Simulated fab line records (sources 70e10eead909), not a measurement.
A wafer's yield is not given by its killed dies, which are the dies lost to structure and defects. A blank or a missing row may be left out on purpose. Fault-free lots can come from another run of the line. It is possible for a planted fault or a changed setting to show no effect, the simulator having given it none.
Matching of chambers || flow nand_harc || NHARC_A_STAIRCASE_ETCHBACK_422 on rie_diel-05: 4 sister chambers
The step etches the open film in CH3F/O2, target depth 40 nm, time 74.286 s. 8 wafers are shown with their chamber, then 9 later ones without.

== WAFERS, EACH WITH ITS CHAMBER ==
{"wafer": "L075.4", "chamber": 3, "showerhead_plenum_p_Torr (Torr)": 2.48, "drypump_motor_current_A (A)": 6.08}
{"wafer": "L075.6", "chamber": 3, "showerhead_plenum_p_Torr (Torr)": 2.48, "drypump_motor_current_A (A)": 6.05}
{"wafer": "L091.1", "chamber": 0, "showerhead_plenum_p_Torr (Torr)": 2.31, "drypump_motor_current_A (A)": 5.56}
{"wafer": "L091.4", "chamber": 1, "showerhead_plenum_p_Torr (Torr)": 2.29, "drypump_motor_current_A (A)": 5.75}
{"wafer": "L091.6", "chamber": 2, "showerhead_plenum_p_Torr (Torr)": 2.49, "drypump_motor_current_A (A)": 6.03}
{"wafer": "L095.1", "chamber": 1, "showerhead_plenum_p_Torr (Torr)": 2.29, "drypump_motor_current_A (A)": 5.78}
{"wafer": "L095.2", "chamber": 0, "showerhead_plenum_p_Torr (Torr)": 2.30, "drypump_motor_current_A (A)": 5.57}
{"wafer": "L095.3", "chamber": 2, "showerhead_plenum_p_Torr (Torr)": 2.48, "drypump_motor_current_A (A)": 6.05}

== WAFERS WITHOUT THEIR CHAMBER ==
{"wafer": "L096.1", "showerhead_plenum_p_Torr (Torr)": 2.30, "drypump_motor_current_A (A)": 5.57}
{"wafer": "L096.2", "showerhead_plenum_p_Torr (Torr)": 2.48, "drypump_motor_current_A (A)": 6.06}
{"wafer": "L096.3", "showerhead_plenum_p_Torr (Torr)": 2.46, "drypump_motor_current_A (A)": 6.04}
{"wafer": "L096.4", "showerhead_plenum_p_Torr (Torr)": 2.29, "drypump_motor_current_A (A)": 5.75}
{"wafer": "L096.5", "showerhead_plenum_p_Torr (Torr)": 2.48, "drypump_motor_current_A (A)": 6.07}
{"wafer": "L096.6", "showerhead_plenum_p_Torr (Torr)": 2.29, "drypump_motor_current_A (A)": 5.75}
{"wafer": "L097.2", "showerhead_plenum_p_Torr (Torr)": 2.48, "drypump_motor_current_A (A)": 6.05}
{"wafer": "L097.3", "showerhead_plenum_p_Torr (Torr)": 2.45, "drypump_motor_current_A (A)": 6.02}
{"wafer": "L097.4", "showerhead_plenum_p_Torr (Torr)": 2.30, "drypump_motor_current_A (A)": 5.56}

== CHAMBER TAKEN BY EACH ==
{"wafer": "L096.1", "from the rows above": 0, "in truth": 0}
{"wafer": "L096.2", "from the rows above": "can't be placed: 3 or 2", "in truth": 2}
{"wafer": "L096.3", "from the rows above": "can't be placed: 3 or 2", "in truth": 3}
{"wafer": "L096.4", "from the rows above": 1, "in truth": 1}
{"wafer": "L096.5", "from the rows above": "can't be placed: 3 or 2", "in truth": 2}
{"wafer": "L096.6", "from the rows above": 1, "in truth": 1}
{"wafer": "L097.2", "from the rows above": "can't be placed: 3 or 2", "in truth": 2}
{"wafer": "L097.3", "from the rows above": "can't be placed: 3 or 2", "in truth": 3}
{"wafer": "L097.4", "from the rows above": 0, "in truth": 0}
Placed correctly: 4 of 9. Can't be placed from these rows: 5 (the true chamber is among the candidates in 5). Number placed wrongly: 0.
How it was worked out, from the rows above alone: a wafer's distance from a chamber is the root of the sum, over the readings, of the square of ((its reading less the chamber's mean) divided by the reading's scatter). The wafer belongs to the nearest chamber; if the next one is less than 2 further off, it can't be placed. The mean given for a chamber averages the wafers shown for that chamber. The scatter: take each reading less its chamber's mean, square it, sum over the shown wafers, divide by the number of wafers less the number of chambers, and take the root.
